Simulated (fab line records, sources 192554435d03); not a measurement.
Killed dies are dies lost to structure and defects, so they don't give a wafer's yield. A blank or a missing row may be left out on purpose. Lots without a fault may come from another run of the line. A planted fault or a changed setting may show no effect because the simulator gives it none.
Chamber matching | flow n5_finfet | N5_BEOL_M3_ETCHBACK_99 on rie_diel-04: 4 sister chambers
The step etches SiO2 in CHF3, target depth 5 nm, time 10.4 s. 16 wafers are shown with their chamber, then 8 later ones without.

WAFERS WITH THEIR CHAMBER
wafer  | chamber | showerhead_plenum_p_Torr (Torr) | drypump_motor_current_A (A) | throttle_valve_pct (%)
L075.1 | 2       | 2.29                            | 6.1                         | 17.26
L075.2 | 1       | 2.13                            | 5.2                         | 17.25
L075.6 | 2       | 2.29                            | 6.1                         | 17.26
L077.2 | 1       | 2.13                            | 5.2                         | 17.27
L077.5 | 3       | 2.09                            | 6.2                         | 17.37
L077.6 | 2       | 2.28                            | 6.1                         | 17.28
L079.2 | 2       | 2.28                            | 6.2                         | 17.27
L079.3 | 0       | 2.29                            | 4.8                         | 16.86
L079.4 | 3       | 2.09                            | 6.2                         | 17.36
L083.3 | 1       | 2.13                            | 5.2                         | 17.27
L083.5 | 1       | 2.13                            | 5.1                         | 17.29
L083.6 | 0       | 2.29                            | 4.8                         | 16.85
L081.1 | 2       | 2.28                            | 6.2                         | 17.29
L081.4 | 3       | 2.08                            | 6.2                         | 17.38
L081.5 | 1       | 2.13                            | 5.1                         | 17.29
L090.1 | 0       | 2.28                            | 4.8                         | 16.90

SIGNATURES (means of the wafers above)
reading                  | chamber 0 | chamber 1 | chamber 2 | chamber 3 | scatter within a chamber
showerhead_plenum_p_Torr | 2.2867    | 2.1300    | 2.2840    | 2.0867    | 0.00459
drypump_motor_current_A  | 4.800     | 5.160     | 6.140     | 6.200     | 0.0447
throttle_valve_pct       | 16.8700   | 17.2740   | 17.2720   | 17.3700   | 0.0168
Rule: a wafer's distance from a chamber is the root of the sum, over the readings, of the square of ((its reading less the chamber's mean) divided by the reading's scatter). The wafer belongs to the nearest chamber; if the next one is less than 2 further off, it can't be placed. The scatter: the root of (the sum of the squares of (reading less its chamber's mean) over the shown wafers, divided by (wafers less chambers)).

WAFERS WITHOUT THEIR CHAMBER
wafer  | showerhead_plenum_p_Torr (Torr) | drypump_motor_current_A (A) | throttle_valve_pct (%)
L090.3 | 2.12                            | 5.2                         | 17.31
L090.4 | 2.27                            | 6.2                         | 17.30
L092.1 | 2.08                            | 6.2                         | 17.42
L092.4 | 2.28                            | 4.8                         | 16.90
L092.6 | 2.08                            | 6.2                         | 17.42
L097.2 | 2.07                            | 6.2                         | 17.44
L097.3 | 2.12                            | 5.1                         | 16.93
L097.5 | 2.28                            | 4.8                         | 16.92

WHICH CHAMBER EACH WENT THROUGH
wafer  | from the rows above | in truth
L090.3 | 1                   | 1
L090.4 | 2                   | 2
L092.1 | 3                   | 3
L092.4 | 0                   | 0
L092.6 | 3                   | 3
L097.2 | 3                   | 3
L097.3 | 1                   | 1
L097.5 | 0                   | 0
Placed correctly: 8 of 8. Can't be placed from these rows: 0. Placed wrongly: 0.
